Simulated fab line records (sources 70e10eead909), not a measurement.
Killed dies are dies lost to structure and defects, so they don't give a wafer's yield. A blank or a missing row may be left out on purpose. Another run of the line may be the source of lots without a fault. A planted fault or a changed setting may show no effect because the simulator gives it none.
fab line records    flow nand-harc
record lots=11  wafers=33  last-day=24
route steps=1159 shown A_ZERO_WELL@404 A_SOURCE_PLATE@420 A_ONON_D1@446 A_CHANNEL_HOLE_D1@467
lots with no fault: from the same line, run without faults
start-h: start of the lot's first displayed wafer, in hours after the record's first day    wait-h: hours from the lot's prior step to this one    " the same as in the row above    L1.1+2: several wafers, shown together as one row    - no value, or no start given    * or withheld: withheld    < > ~ a bound
route shown NAME@n: a module of which the file shows steps, and the number in the route of the first    usual: the fault-free wafers' mean and standard deviation    same: alike in all rows    chamber/n: place in a boat    sites: per-site readings    _std_site: standard deviation of those values    _edge_site: inner sites' mean taken away from outer sites' mean    radius-mm: how far each site lies from the wafer's centre    mask NAME#n: copy n    behind: tool/chamber where the wafer was last shaped    hold: why the lot went on hold/how many hours it stayed there/how the hold came to an end    device: which transistor (n, p or np) failed to switch    end of line: tests of these same wafers at the route's end    a step without rows: its recipe alone    killed: dies lost to structure and defects at the first sort, not the wafer's yield    map: a wafer's dies, marking killed ones x, the rest . and places with no die _
set.NAME: the setting that was run; set.NAME@STEP: the one run at that earlier step    model.NAME: the simulator's own value behind a step, which no gauge read
one table for each step of the route and one row for each wafer, over a sample of lots
services: the hour from which a tool's chamber was out of use, counted from the record's first day as start-h (under 0 if before that day), plus the number of hours and why
## steps
# step NHARC_A_ZERO_WELL_ETCH_19
# recipe target-depth-a=800  overetch-a=240  time-s=87.88  ion-energy-ev=200  n2-flow-sccm=150  h2-flow-sccm=150  ar-flow-sccm=0  rf-w=400  bias-w=150  chemistry=N2/H2
# usual bias-w=150.1/0.45  drypump-motor-current-A=5.8/0.36  oes-product-au=0.996/0.0077  rf-vpp-V=429.6/2.6  showerhead-plenum-p-Torr=2.01/0.091  throttle-valve-pct=14.171/0.0097
lot.wafer  tool         chamber  start-h  wait-h  bias-w  drypump-motor-current-A  oes-product-au  rf-hours-counter-h  rf-vpp-V  showerhead-plenum-p-Torr  throttle-valve-pct
L518.1     rie-diel-13  3        142.93   0.1     150.5   5.2                      0.998           4                   429.2     2.00                      14.169
L518.3     "            0        "        "       150.3   6.5                      1.001           4                   434.8     2.19                      14.164
L518.6     "            0        "        "       149.8   6.5                      0.999           -                   434.6     2.19                      14.169
L519.3     rie-diel-10  1        143.86   0.1     149.1   5.5                      0.993           7                   429.7     2.00                      14.162
L519.2     "            2        "        "       150.3   6.0                      0.986           7                   429.1     2.00                      14.198
L519.5     "            3        "        "       150.3   6.1                      0.993           -                   428.7     1.91                      14.169
L521.3     rie-diel-08  3        159.36   0.1     150.1   5.4                      1.003           3                   428.5     1.95                      14.176
L521.6     "            2        "        "       150.0   5.9                      0.989           -                   427.8     1.93                      14.181
L521.5     "            3        "        "       149.4   5.4                      1.003           -                   427.8     1.95                      14.191
L520.3     rie-diel-13  2        160.12   0.1     150.2   5.5                      0.993           6                   427.4     1.92                      14.179
L520.1     "            1        "        "       149.4   5.8                      0.996           2                   434.9     2.14                      14.163
L520.5     "            3        "        "       150.3   5.2                      0.992           -                   429.7     2.00                      14.169
L522.2     rie-diel-08  0        165.71   0.1     150.0   6.3                      1.004           3                   428.8     1.99                      14.177
L522.3     "            2        "        "       150.0   5.9                      0.988           3                   427.6     1.93                      14.166
L522.1     "            3        "        "       150.6   5.4                      0.997           3                   428.3     1.95                      14.174
L528.1     rie-diel-13  1        207.86   0.1     150.0   5.7                      0.995           8                   432.9     2.14                      14.173
L528.3     "            2        "        "       149.9   5.6                      0.994           12                  427.1     1.92                      14.182
L528.5     "            0        "        "       150.3   6.5                      1.016           -                   434.7     2.19                      14.173
L533.1     rie-diel-10  0        236.49   0.1     150.4   5.4                      0.988           3                   429.2     1.97                      14.178
L533.3     "            1        "        "       150.5   5.5                      0.990           2                   429.2     2.00                      14.167
L533.2     "            2        "        "       150.0   6.0                      0.989           2                   429.8     2.00                      14.162
L536.3     rie-diel-13  1        243.70   0.1     149.8   5.7                      1.004           12                  433.2     2.13                      14.174
L536.2     "            3        "        "       149.1   5.2                      0.998           15                  430.0     1.99                      14.169
L536.6     "            2        "        "       150.9   5.6                      1.002           -                   427.0     1.92                      14.167
L537.1     rie-diel-10  1        244.61   0.1     150.6   5.5                      1.002           3                   429.2     2.00                      14.174
L537.3     "            2        "        "       150.1   6.0                      0.999           2                   430.7     2.00                      14.191
L537.5     "            1        "        "       150.2   5.5                      1.002           -                   429.0     2.00                      14.184
L539.4     rie-diel-10  2        263.15   0.1     149.8   6.0                      0.997           4                   430.4     2.00                      14.169
L539.1     "            3        "        "       150.2   6.1                      0.996           5                   427.3     1.91                      14.159
L539.3     "            1        "        "       150.9   5.5                      1.003           5                   427.6     2.00                      14.180
L540.2     rie-diel-10  2        267.47   0.1     149.7   6.0                      1.007           5                   430.6     2.00                      14.174
L540.3     "            0        "        "       150.4   5.4                      0.989           5                   428.5     1.97                      14.153
L540.6     "            2        "        "       150.3   6.1                      0.999           -                   430.9     2.00                      14.177
# step NHARC_A_SOURCE_PLATE_THK_MEAS_06
# recipe thk-meas-gauge=ellipsometry
# usual thk-nm=199.3/1.8
lot.wafer  tool           chamber  start-h  wait-h  thk-nm
L518.1     film-metro-02  -        164.89   0.4     199.3
L518.3     "              -        "        "       198.7
L518.6     "              -        "        "       200.2
L519.2     film-metro-01  -        164.89   0.4     197.1
L519.3     "              -        "        "       197.5
L519.5     "              -        "        "       199.1
L520.1     film-metro-01  -        181.65   0.4     199.1
L520.3     "              -        "        "       198.1
L520.5     "              -        "        "       195.1
L521.3     film-metro-02  -        181.65   0.4     198.4
L521.5     "              -        "        "       199.2
L521.6     "              -        "        "       197.2
L522.1     film-metro-01  -        190.04   0.4     197.3
L522.2     "              -        "        "       199.2
L522.3     "              -        "        "       200.0
L528.1     film-metro-02  -        230.73   0.4     200.3
L528.3     "              -        "        "       198.5
L528.5     "              -        "        "       199.3
L533.1     film-metro-01  -        260.22   0.4     201.5
L533.2     "              -        "        "       201.0
L533.3     "              -        "        "       199.5
L537.1     film-metro-01  -        268.94   0.4     199.1
L537.3     "              -        "        "       198.5
L537.5     "              -        "        "       199.1
L536.2     film-metro-01  -        268.95   0.4     198.7
L536.3     "              -        "        "       198.0
L536.6     "              -        "        "       197.7
L539.1     film-metro-02  -        285.52   0.4     201.1
L539.3     "              -        "        "       198.8
L539.4     "              -        "        "       198.3
L540.2     film-metro-01  -        289.25   0.4     202.1
L540.3     "              -        "        "       202.3
L540.6     "              -        "        "       200.3
# step NHARC_A_ONON_D1_DEP_33
# recipe target-thk-a=2000  temp-c=400  pressure-torr=6.5  rf-w=900  teos-flow-sccm=161.4  flow-sccm=2650  target-thk-nm=200  gas=O2  material=SiO2
# usual chamber-pressure-Torr=6.498/0.013  heater-power-w=591/86  rf-fwd-power-W=898.0/2.9  showerhead-vpp-V=1880/80  throttle-valve-pct=16.2/0.58
lot.wafer  tool      chamber  start-h  wait-h  chamber-pressure-Torr  heater-power-w  rf-fwd-power-W  showerhead-vpp-V  throttle-valve-pct
L519.2     pecvd-02  1        177.31   0.1     6.500                  593             896.8           1895              17.1
L519.3     "         2        "        "       6.498                  553             896.3           1841              16.1
L519.5     "         0        "        "       6.515                  740             899.1           1827              15.3
L518.1     pecvd-01  2        177.42   0.2     6.462                  584             895.3           1865              15.4
L518.3     "         1        "        "       6.507                  468             897.1           1873              15.7
L518.6     "         2        "        "       6.488                  589             893.5           1858              15.6
L520.3     pecvd-01  2        194.00   0.1     6.510                  564             899.2           1880              15.4
L520.1     "         1        "        "       6.523                  519             895.1           1873              15.6
L520.5     "         1        "        "       6.506                  535             897.0           1856              15.8
L521.3     pecvd-03  2        194.18   0.3     6.497                  684             901.0           2129              16.1
L521.6     "         1        "        "       6.495                  652             902.2           1816              15.8
L521.5     "         2        "        "       6.494                  689             899.2           2116              16.2
L522.1     pecvd-02  1        202.59   0.1     6.499                  618             897.5           1908              16.9
L522.3     "         2        "        "       6.501                  680             898.3           1833              16.0
L522.2     "         0        "        "       6.467                  635             893.8           1849              15.3
L528.1     pecvd-03  1        243.69   0.1     6.509                  559             891.1           1770              16.1
L528.3     "         2        "        "       6.497                  682             898.8           2083              16.3
L528.5     "         0        "        "       6.521                  503             536.6           1399              16.4
L533.1     pecvd-02  0        272.85   0.1     6.499                  639             893.8           1847              15.6
L533.3     "         1        "        "       6.479                  593             896.7           1881              17.3
L533.2     "         2        "        "       6.496                  622             896.8           1858              16.3
L537.3     pecvd-01  1        281.29   0.1     6.507                  585             896.0           1849              15.9
L537.1     "         0        "        "       6.500                  536             897.1           1902              16.5
L537.5     "         1        "        "       6.523                  604             897.1           1850              15.6
L536.2     pecvd-02  0        281.31   0.1     6.505                  693             902.3           1848              15.4
L536.3     "         1        "        "       6.496                  609             897.6           1925              17.3
L536.6     "         2        "        "       6.506                  590             896.5           1865              16.4
L539.1     pecvd-02  2        299.98   0.1     6.484                  705             890.4           1869              16.5
L539.3     "         0        "        "       6.484                  675             897.9           1860              15.7
L539.4     "         2        "        "       6.494                  696             894.0           1872              16.6
L540.2     pecvd-01  2        300.08   0.1     6.490                  568             899.4           1847              15.3
L540.3     "         0        "        "       6.505                  464             892.0           1904              16.6
L540.6     "         0        "        "       6.481                  490             892.9           1940              16.5
# step NHARC_A_ONON_D1_THK_MEAS_34
# recipe thk-meas-gauge=ellipsometry
# usual thk-nm=200.2/2.6
lot.wafer  tool           chamber  start-h  wait-h  thk-nm
L519.2     film-metro-02  -        177.68   -       195.0
L519.3     "              -        "        "       196.3
L519.5     "              -        "        "       198.7
L518.1     film-metro-01  -        177.84   -       198.3
L518.3     "              -        "        "       198.0
L518.6     "              -        "        "       202.9
L520.1     film-metro-02  -        194.41   -       198.8
L520.3     "              -        "        "       199.9
L520.5     "              -        "        "       202.7
L521.3     film-metro-02  -        194.53   0.3     200.7
L521.5     "              -        "        "       203.6
L521.6     "              -        "        "       203.4
L522.1     film-metro-02  -        203.00   -       199.4
L522.2     "              -        "        "       200.0
L522.3     "              -        "        "       198.0
L528.1     film-metro-02  -        244.05   -       200.5
L528.3     "              -        "        "       198.3
L528.5     "              -        "        "       176.4
L533.1     film-metro-01  -        273.26   -       196.6
L533.2     "              -        "        "       198.4
L533.3     "              -        "        "       199.1
L536.2     film-metro-01  -        281.68   -       202.2
L536.3     "              -        "        "       197.9
L536.6     "              -        "        "       202.4
L537.1     film-metro-01  -        281.70   -       198.6
L537.3     "              -        "        "       197.1
L537.5     "              -        "        "       203.9
L539.1     film-metro-01  -        300.35   -       197.3
L539.3     "              -        "        "       196.2
L539.4     "              -        "        "       199.8
L540.2     film-metro-01  -        300.49   -       197.5
L540.3     "              -        "        "       200.9
L540.6     "              -        "        "       203.8
# step NHARC_A_CHANNEL_HOLE_D1_ETCH_39
# recipe target-depth-a=2600  over-etch-frac=0.3  time-s=325  ion-energy-ev=200  n2-flow-sccm=150  h2-flow-sccm=150  ar-flow-sccm=0  rf-w=400  bias-w=150  chemistry=N2/H2
# usual bias-w=150.0/0.44  drypump-motor-current-A=5.8/0.51  oes-product-au=0.997/0.007  rf-vpp-V=430.0/1.5  showerhead-plenum-p-Torr=2.02/0.047  throttle-valve-pct=14.171/0.0097
lot.wafer  tool         chamber  start-h  wait-h  bias-w  drypump-motor-current-A  oes-product-au  rf-hours-counter-h  rf-vpp-V  showerhead-plenum-p-Torr  throttle-valve-pct
L519.2     rie-diel-09  3        -        -       149.6   6.2                      1.002           6                   432.9     2.11                      14.176
L519.3     "            1        "        "       150.0   6.1                      0.992           5                   427.9     1.97                      14.176
L519.5     "            3        "        "       149.5   6.2                      0.990           -                   431.2     2.11                      14.166
L518.1     rie-diel-07  3        -        -       149.7   6.7                      0.996           8                   427.4     1.97                      14.172
L518.3     "            0        "        "       149.9   5.8                      1.007           8                   429.3     1.98                      14.155
L518.6     "            0        "        "       149.2   5.8                      0.992           -                   428.5     1.98                      14.162
L520.1     rie-diel-09  1        -        -       150.2   6.1                      0.986           6                   428.7     1.97                      14.179
L520.3     "            3        "        "       149.8   6.2                      0.988           7                   432.1     2.11                      14.183
L520.5     "            0        "        "       149.9   6.0                      0.991           -                   429.7     1.97                      14.168
L521.3     rie-diel-07  1        -        -       149.1   5.6                      1.003           10                  431.3     2.03                      14.183
L521.6     "            3        "        "       150.0   6.7                      1.004           -                   427.0     1.97                      14.174
L521.5     "            0        "        "       150.5   5.8                      1.000           -                   428.2     1.98                      14.158
L522.1     rie-diel-09  1        -        -       149.1   6.1                      0.997           7                   428.2     1.97                      14.184
L522.2     "            2        "        "       150.2   6.3                      0.997           10                  429.2     2.02                      14.176
L522.3     "            3        "        "       149.8   6.2                      0.996           7                   433.2     2.11                      14.165
L528.3     rie-diel-03  3        -        -       148.7   5.4                      0.999           1                   431.9     2.05                      14.157
L528.1     "            0        "        "       150.2   4.9                      0.992           1                   430.4     2.08                      14.180
L528.5     "            2        "        "       150.0   5.0                      0.990           -                   430.8     2.05                      14.165
L533.1     rie-diel-09  3        -        -       150.1   6.2                      1.003           1                   430.7     2.11                      14.182
L533.3     "            0        "        "       149.2   6.1                      1.005           1                   429.7     1.96                      14.147
L533.2     "            2        "        "       150.6   6.2                      1.002           1                   428.9     2.01                      14.156
L536.2     rie-diel-09  0        -        -       149.5   6.1                      1.001           1                   429.5     1.96                      14.158
L536.3     "            3        "        "       149.9   6.2                      0.991           1                   432.5     2.11                      14.160
L536.6     "            1        "        "       150.1   6.1                      0.998           -                   428.9     1.97                      14.172
L537.3     rie-diel-09  1        -        -       149.6   6.1                      0.998           2                   429.4     1.97                      14.163
L537.1     "            2        "        "       150.2   6.2                      0.986           2                   429.9     2.01                      14.175
L537.5     "            0        "        "       149.7   6.0                      0.990           -                   428.8     1.96                      14.159
L539.3     rie-diel-09  1        -        -       150.2   6.1                      0.996           4                   428.3     1.97                      14.158
L539.1     "            2        "        "       150.7   6.2                      0.988           4                   429.4     2.01                      14.163
L539.4     "            3        "        "       149.4   6.2                      0.979           4                   432.3     2.11                      14.178
L540.3     rie-diel-07  2        -        -       149.8   5.2                      1.002           5                   430.8     2.04                      14.180
L540.2     "            0        "        "       149.9   5.8                      1.011           5                   429.7     1.97                      14.179
L540.6     "            3        "        "       149.8   6.7                      0.995           -                   427.4     1.97                      14.160
## services
tool         chamber  start-h  hours  kind
rie-diel-13  1        121.69   32.1   repair
pecvd-01     -        122.56   0.9    repair
rie-diel-09  3        126.59   25.4   repair
pecvd-01     2        133.59   4.1    repair
rie-diel-09  1        134.57   4.0    repair
pecvd-01     1        145.05   3.9    repair
rie-diel-10  -        148.39   0.6    repair
rie-diel-07  3        149.70   3.9    repair
pecvd-02     -        153.32   13.0   pm
rie-diel-09  1        153.34   21.4   repair
rie-diel-07  1        170.41   8.4    repair
rie-diel-09  2        173.81   23.0   repair
rie-diel-10  -        176.67   9.0    pm
rie-diel-09  -        179.50   0.3    repair
rie-diel-09  -        181.03   1.2    repair
rie-diel-09  2        198.93   2.1    repair
rie-diel-07  -        200.32   0.7    repair
pecvd-02     -        206.71   0.5    repair
rie-diel-07  -        228.20   9.0    pm
rie-diel-09  3        228.41   9.7    repair
pecvd-01     -        237.26   13.0   pm
rie-diel-09  -        254.10   9.0    pm
rie-diel-13  -        276.03   9.0    pm
rie-diel-13  -        288.06   1.6    repair
## key
first-sign step=NHARC_A_ONON_D1_DEP_33  reading=rf-fwd-power-W  direction=down  sigmas=99+  usual=*  struck=*
effect step=NHARC_A_ONON_D1_DEP_33  reading=showerhead-vpp-V  direction=down  sigmas=6  usual=1880  struck=1399
effect step=NHARC_A_ONON_D1_THK_MEAS_34  reading=thk-nm  direction=down  sigmas=9.1  usual=200.2  struck=176.4
met-at NHARC_A_ONON_D1_DEP_33
struck-lots L528
struck-wafers L528.5
tester-left-out L528
not-acting-at NHARC_A_ZERO_WELL_ETCH_19,NHARC_A_SOURCE_PLATE_THK_MEAS_06,NHARC_A_CHANNEL_HOLE_D1_ETCH_39
fault kind=process-parameter-drift  tool=pecvd-03  chamber=0  onset-h=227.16  steps=NHARC_A_ONON_D1_DEP_33  channel=rf-w  offset=*  shape=step  end-h=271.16  acts-in=*  stated=*
# tester-left-out: of these lots the tester's yield and bins aren't shown, on N5 and GAA mostly nor the transistor test; their killed dies are dies lost to structure and defects alone, not to doping, threshold or leakage, so they don't give the yield
